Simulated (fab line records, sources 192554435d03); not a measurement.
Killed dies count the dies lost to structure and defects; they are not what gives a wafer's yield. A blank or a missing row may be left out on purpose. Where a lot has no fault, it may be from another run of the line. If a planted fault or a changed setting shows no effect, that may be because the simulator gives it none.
The tool behind it: which one? / flow n5 finfet / 11 lots, 32 wafers sampled, at 5 steps of a route of 1938

WHAT THE GAUGES SHOWED, per wafer
N5_BEOL_M4_RC_MEAS_101. Usual: DIBL_N 36.0 mV/V, standard deviation 2.5; DIBL_P 36.7 mV/V, standard deviation 3; IOFF_N 0.16 nA/um, standard deviation 0.043; IOFF_P 0.21 nA/um, standard deviation 0.049; ION_N 673 uA/um, standard deviation 15; ION_P 461 uA/um, standard deviation 9.8; SS_N 71.5 mV/dec, standard deviation 0.83; SS_P 73.4 mV/dec, standard deviation 0.83; VT_N 250 mV, standard deviation 4; VT_P -251 mV, standard deviation 4.
lot=L722; measured=day 7 16:49; on=prober-02; DIBL_N (mV/V)=41.7 36.4 36.7; DIBL_P (mV/V)=41.5 34.4 34.5; IOFF_N (nA/um)=0.27 0.14 0.15; IOFF_P (nA/um)=0.30 0.17 0.18; ION_N (uA/um)=687 663 664; ION_P (uA/um)=465 449 449; SS_N (mV/dec)=73.2 71.2 71.7; SS_P (mV/dec)=75.1 73.3 74.0; VT_N (mV)=244 255 255; VT_P (mV)=-247 -257 -255; flag=
lot=L723; measured=day 8 12:34; on=prober-02; DIBL_N (mV/V)=36.6 38.3 34.3; DIBL_P (mV/V)=37.3 38.7 34.4; IOFF_N (nA/um)=0.18 0.20 0.13; IOFF_P (nA/um)=0.19 0.22 0.16; ION_N (uA/um)=697 686 676; ION_P (uA/um)=468 459 463; SS_N (mV/dec)=71.9 72.2 70.9; SS_P (mV/dec)=74.1 74.5 73.0; VT_N (mV)=248 247 254; VT_P (mV)=-254 -251 -255; flag=
lot=L725; measured=day 8 18:52; on=prober-01; DIBL_N (mV/V)=29.9 35.4 32.0; DIBL_P (mV/V)=30.0 36.9 32.9; IOFF_N (nA/um)=0.09 0.16 0.11; IOFF_P (nA/um)=0.13 0.22 0.17; ION_N (uA/um)=677 671 675; ION_P (uA/um)=470 467 475; SS_N (mV/dec)=69.7 71.6 71.5; SS_P (mV/dec)=71.6 72.5 71.8; VT_N (mV)=256 245 254; VT_P (mV)=-257 -249 -250; flag=
lot=L726; measured=day 9 00:22; on=prober-01; DIBL_N (mV/V)=40.5 32.2 38.0; DIBL_P (mV/V)=41.9 32.5 39.1; IOFF_N (nA/um)=0.23 0.09 0.18; IOFF_P (nA/um)=0.29 0.15 0.24; ION_N (uA/um)=687 647 681; ION_P (uA/um)=465 452 465; SS_N (mV/dec)=72.0 69.8 71.5; SS_P (mV/dec)=73.8 71.4 73.0; VT_N (mV)=244 258 248; VT_P (mV)=-245 -253 -247; flag=
lot=L727; measured=day 9 07:55; on=prober-01; DIBL_N (mV/V)=34.7 39.3 35.2; DIBL_P (mV/V)=36.8 41.9 37.8; IOFF_N (nA/um)=0.13 0.24 0.14; IOFF_P (nA/um)=0.22 0.32 0.23; ION_N (uA/um)=668 697 660; ION_P (uA/um)=469 476 461; SS_N (mV/dec)=71.1 72.0 70.2; SS_P (mV/dec)=74.0 74.6 74.2; VT_N (mV)=250 244 253; VT_P (mV)=-248 -243 -248; flag=
lot=L728; measured=day 9 20:40; on=prober-02; DIBL_N (mV/V)=30.3 31.6 36.3; DIBL_P (mV/V)=32.5 34.5 39.7; IOFF_N (nA/um)=0.10 0.12 0.23; IOFF_P (nA/um)=0.14 0.16 0.26; ION_N (uA/um)=645 651 681; ION_P (uA/um)=441 453 464; SS_N (mV/dec)=71.2 70.9 73.6; SS_P (mV/dec)=71.8 72.6 73.7; VT_N (mV)=256 252 244; VT_P (mV)=-257 -254 -246; flag=
lot=L733; measured=day 10 21:25; on=prober-02; DIBL_N (mV/V)=34.7 35.0; DIBL_P (mV/V)=31.4 31.5; IOFF_N (nA/um)=0.11 0.13; IOFF_P (nA/um)=0.18 0.20; ION_N (uA/um)=651 662; ION_P (uA/um)=455 466; SS_N (mV/dec)=71.0 70.8; SS_P (mV/dec)=72.2 72.7; VT_N (mV)=256 253; VT_P (mV)=-248 -248; flag=
lot=L737; measured=day 12 06:11; on=prober-01; DIBL_N (mV/V)=34.1 37.5 33.7; DIBL_P (mV/V)=34.3 37.5 34.6; IOFF_N (nA/um)=0.12 0.18 0.12; IOFF_P (nA/um)=0.15 0.20 0.17; ION_N (uA/um)=682 693 666; ION_P (uA/um)=458 462 460; SS_N (mV/dec)=70.1 72.1 71.0; SS_P (mV/dec)=72.9 74.3 73.0; VT_N (mV)=251 249 253; VT_P (mV)=-257 -252 -252; flag=
lot=L741; measured=day 13 08:08; on=prober-01; DIBL_N (mV/V)=37.2 33.4 34.2; DIBL_P (mV/V)=38.7 33.9 34.3; IOFF_N (nA/um)=0.19 0.13 0.15; IOFF_P (nA/um)=0.26 0.19 0.20; ION_N (uA/um)=677 662 682; ION_P (uA/um)=464 463 472; SS_N (mV/dec)=71.9 70.9 71.5; SS_P (mV/dec)=73.6 72.9 72.6; VT_N (mV)=248 253 246; VT_P (mV)=-248 -250 -249; flag=
lot=L743; measured=day 14 07:53; on=prober-01; DIBL_N (mV/V)=36.6 35.8 35.0; DIBL_P (mV/V)=39.2 38.0 36.9; IOFF_N (nA/um)=0.19 0.16 0.14; IOFF_P (nA/um)=0.24 0.21 0.20; ION_N (uA/um)=694 684 669; ION_P (uA/um)=479 469 461; SS_N (mV/dec)=70.8 71.7 71.0; SS_P (mV/dec)=73.8 73.5 73.1; VT_N (mV)=242 248 252; VT_P (mV)=-249 -251 -250; flag=
lot=L744; measured=day 14 13:20; on=prober-01; DIBL_N (mV/V)=35.6 37.2 35.3; DIBL_P (mV/V)=36.6 38.3 36.1; IOFF_N (nA/um)=0.14 0.17 0.13; IOFF_P (nA/um)=0.17 0.19 0.16; ION_N (uA/um)=672 683 650; ION_P (uA/um)=454 463 445; SS_N (mV/dec)=71.1 71.8 70.9; SS_P (mV/dec)=72.9 73.6 73.2; VT_N (mV)=252 251 254; VT_P (mV)=-256 -254 -258; flag=

EACH LOT AND THE TOOL THAT RAN IT (in order: tool; ch and the chambers of the sampled wafers; start)
lot=L722; N5_BEOL_M2_ALD_84=ald metal-03 ch 1,2, day 6 18:10; N5_BEOL_M2_ANNEAL_51=rtp anneal-01 ch 0, day 6 20:41; N5_BEOL_M2_PRE_CLEAN_60=cvd co-01 ch 1,2, day 6 21:30; N5_BEOL_M2_CO_CAP_55=cvd co-01 ch 1,2, day 6 21:32
lot=L723; N5_BEOL_M2_ALD_84=ald metal-03 ch 0,3, day 7 01:47; N5_BEOL_M2_ANNEAL_51=rtp anneal-01 ch 0, day 7 04:16; N5_BEOL_M2_PRE_CLEAN_60=cvd co-01 ch 0,1,2, day 7 05:10; N5_BEOL_M2_CO_CAP_55=cvd co-01 ch 0,1,2, day 7 05:13
lot=L725; N5_BEOL_M2_ALD_84=ald metal-04 ch 0,1, day 7 13:56; N5_BEOL_M2_ANNEAL_51=rtp anneal-02 ch 0, day 7 17:56; N5_BEOL_M2_PRE_CLEAN_60=cvd co-02 ch 1,2, day 7 18:34; N5_BEOL_M2_CO_CAP_55=cvd co-02 ch 1,2, day 7 18:37
lot=L726; N5_BEOL_M2_ALD_84=ald metal-01 ch 0,1,3, day 8 03:06; N5_BEOL_M2_ANNEAL_51=rtp anneal-02 ch 0, day 8 05:47; N5_BEOL_M2_PRE_CLEAN_60=cvd co-02 ch 0,1,2, day 8 06:25; N5_BEOL_M2_CO_CAP_55=cvd co-02 ch 0,1,2, day 8 06:28
lot=L727; N5_BEOL_M2_ALD_84=ald metal-04 ch 0,1,2, day 8 09:58; N5_BEOL_M2_ANNEAL_51=rtp anneal-01 ch 0, day 8 12:38; N5_BEOL_M2_PRE_CLEAN_60=cvd co-02 ch 0,1,2, day 8 13:16; N5_BEOL_M2_CO_CAP_55=cvd co-02 ch 0,1,2, day 8 13:19
lot=L728; N5_BEOL_M2_ALD_84=ald metal-04 ch 1,3, day 8 14:54; N5_BEOL_M2_ANNEAL_51=rtp anneal-02 ch 0, day 8 17:31; N5_BEOL_M2_PRE_CLEAN_60=cvd co-02 ch 0,2, day 8 18:10; N5_BEOL_M2_CO_CAP_55=cvd co-02 ch 0,2, day 8 18:12
lot=L733; N5_BEOL_M2_ALD_84=ald metal-04 ch 1,2, day 9 17:08; N5_BEOL_M2_ANNEAL_51=rtp anneal-01 ch 0, day 9 19:47; N5_BEOL_M2_PRE_CLEAN_60=cvd co-02 ch 0,1, day 9 20:20; N5_BEOL_M2_CO_CAP_55=cvd co-02 ch 0,1, day 9 20:22
lot=L737; N5_BEOL_M2_ALD_84=ald metal-03 ch 0,1,3, day 10 19:40; N5_BEOL_M2_ANNEAL_51=rtp anneal-01 ch 0, day 10 22:19; N5_BEOL_M2_PRE_CLEAN_60=cvd co-01 ch 0,2, day 10 22:52; N5_BEOL_M2_CO_CAP_55=cvd co-01 ch 0,2, day 10 22:54
lot=L741; N5_BEOL_M2_ALD_84=ald metal-04 ch 1,2,3, day 12 02:25; N5_BEOL_M2_ANNEAL_51=rtp anneal-02 ch 0, day 12 06:52; N5_BEOL_M2_PRE_CLEAN_60=cvd co-02 ch 0,1,2, day 12 07:26; N5_BEOL_M2_CO_CAP_55=cvd co-02 ch 0,1,2, day 12 07:29
lot=L743; N5_BEOL_M2_ALD_84=ald metal-04 ch 0,1, day 13 01:50; N5_BEOL_M2_ANNEAL_51=rtp anneal-01 ch 0, day 13 04:54; N5_BEOL_M2_PRE_CLEAN_60=cvd co-02 ch 0,2, day 13 05:33; N5_BEOL_M2_CO_CAP_55=cvd co-02 ch 0,2, day 13 05:35
lot=L744; N5_BEOL_M2_ALD_84=ald metal-01 ch 0,3, day 13 04:25; N5_BEOL_M2_ANNEAL_51=rtp anneal-01 ch 0, day 13 06:49; N5_BEOL_M2_PRE_CLEAN_60=cvd co-01 ch 0,1,2, day 13 07:26; N5_BEOL_M2_CO_CAP_55=cvd co-01 ch 0,1,2, day 13 07:29
- N5_BEOL_M2_ALD_84: deposits TaN, pulse time 2 s, purge time 3 s, co reactant purge time 2 s.
- N5_BEOL_M2_ANNEAL_51: time 90 s.
- N5_BEOL_M2_PRE_CLEAN_60: time 15 s.
- N5_BEOL_M2_CO_CAP_55: material Co, precursor CCTBA/H2, target thk 2 nm, time 102.1 s.

WHAT THE TOOLS THEMSELVES READ (means of the sampled wafers that have a number; where no wafer has one, the mark that the record gives instead)
N5_BEOL_M2_ALD_84. Usual: heater power w at 454 W, with a standard deviation of 45.
lot=L722; tool=ald metal-03; heater power w (W)=477; flag=
lot=L723; tool=ald metal-03; heater power w (W)=436; flag=
lot=L725; tool=ald metal-04; heater power w (W)=426; flag=
lot=L726; tool=ald metal-01; heater power w (W)=420; flag=
lot=L727; tool=ald metal-04; heater power w (W)=456; flag=
lot=L728; tool=ald metal-04; heater power w (W)=487; flag=
lot=L733; tool=ald metal-04; heater power w (W)=464; flag=
lot=L737; tool=ald metal-03; heater power w (W)=441; flag=
lot=L741; tool=ald metal-04; heater power w (W)=474; flag=
lot=L743; tool=ald metal-04; heater power w (W)=439; flag=
lot=L744; tool=ald metal-01; heater power w (W)=410; flag=

N5_BEOL_M2_ANNEAL_51. Usual: wafer_temp_C_max at 226.37, with a standard deviation of 0.28.
lot=L722; tool=rtp anneal-01; wafer_temp_C_max=226.39; flag=
lot=L723; tool=rtp anneal-01; wafer_temp_C_max=226.61; flag=
lot=L725; tool=rtp anneal-02; wafer_temp_C_max=226.26; flag=
lot=L726; tool=rtp anneal-02; wafer_temp_C_max=226.47; flag=
lot=L727; tool=rtp anneal-01; wafer_temp_C_max=226.21; flag=
lot=L728; tool=rtp anneal-02; wafer_temp_C_max=226.29; flag=
lot=L733; tool=rtp anneal-01; wafer_temp_C_max=226.82; flag=
lot=L737; tool=rtp anneal-01; wafer_temp_C_max=226.16; flag=
lot=L741; tool=rtp anneal-02; wafer_temp_C_max=226.50; flag=
lot=L743; tool=rtp anneal-01; wafer_temp_C_max=226.36; flag=
lot=L744; tool=rtp anneal-01; wafer_temp_C_max=226.44; flag=

N5_BEOL_M2_PRE_CLEAN_60. Usual: heater power w at 99 W, with a standard deviation of 24.
lot=L722; tool=cvd co-01; heater power w (W)=74; flag=
lot=L723; tool=cvd co-01; heater power w (W)=85; flag=
lot=L725; tool=cvd co-02; heater power w (W)=114; flag=
lot=L726; tool=cvd co-02; heater power w (W)=119; flag=
lot=L727; tool=cvd co-02; heater power w (W)=119; flag=
lot=L728; tool=cvd co-02; heater power w (W)=106; flag=
lot=L733; tool=cvd co-02; heater power w (W)=132; flag=
lot=L737; tool=cvd co-01; heater power w (W)=85; flag=
lot=L741; tool=cvd co-02; heater power w (W)=121; flag=
lot=L743; tool=cvd co-02; heater power w (W)=107; flag=
lot=L744; tool=cvd co-01; heater power w (W)=86; flag=

N5_BEOL_M2_CO_CAP_55. Usual: heater power w 254 W, standard deviation 31; run length s 124.7 s, standard deviation 0.45.
lot=L722; tool=cvd co-01; heater power w (W)=225; run length s (s)=125.4; flag=
lot=L723; tool=cvd co-01; heater power w (W)=233; run length s (s)=124.6; flag=
lot=L725; tool=cvd co-02; heater power w (W)=270; run length s (s)=124.8; flag=
lot=L726; tool=cvd co-02; heater power w (W)=279; run length s (s)=124.8; flag=
lot=L727; tool=cvd co-02; heater power w (W)=276; run length s (s)=88.3; flag=OFF
lot=L728; tool=cvd co-02; heater power w (W)=260; run length s (s)=106.2; flag=OFF
lot=L733; tool=cvd co-02; heater power w (W)=299; run length s (s)=97.7; flag=OFF
lot=L737; tool=cvd co-01; heater power w (W)=238; run length s (s)=124.3; flag=
lot=L741; tool=cvd co-02; heater power w (W)=280; run length s (s)=124.7; flag=
lot=L743; tool=cvd co-02; heater power w (W)=264; run length s (s)=124.1; flag=
lot=L744; tool=cvd co-01; heater power w (W)=239; run length s (s)=125.1; flag=

THE ANSWER, worked out from the rows above alone
Rule: a lot is off if the mean of its wafers that have a number lies more than 3 standard deviations from the usual mean. A lot without any number at a reading at which 4 lots or more have one is off too. Any other lot the step has rows for is counted as sound. Order of review: gauges by route order, followed by the tools' own readings, for which a lot's mean as printed above is used. At the first step where some lot is off, the reading lying furthest off is the one used; lots without a number count as furthest.
Off, at N5_BEOL_M2_CO_CAP_55 on run length s: L727, L728, L733.
If a tool, at that step or one of the process steps before it, ran each lot that is off and ran no sound lot following the first of them, it fits. Of those tried, none fits.

WHAT WAS PUT IN BY THE SIMULATOR
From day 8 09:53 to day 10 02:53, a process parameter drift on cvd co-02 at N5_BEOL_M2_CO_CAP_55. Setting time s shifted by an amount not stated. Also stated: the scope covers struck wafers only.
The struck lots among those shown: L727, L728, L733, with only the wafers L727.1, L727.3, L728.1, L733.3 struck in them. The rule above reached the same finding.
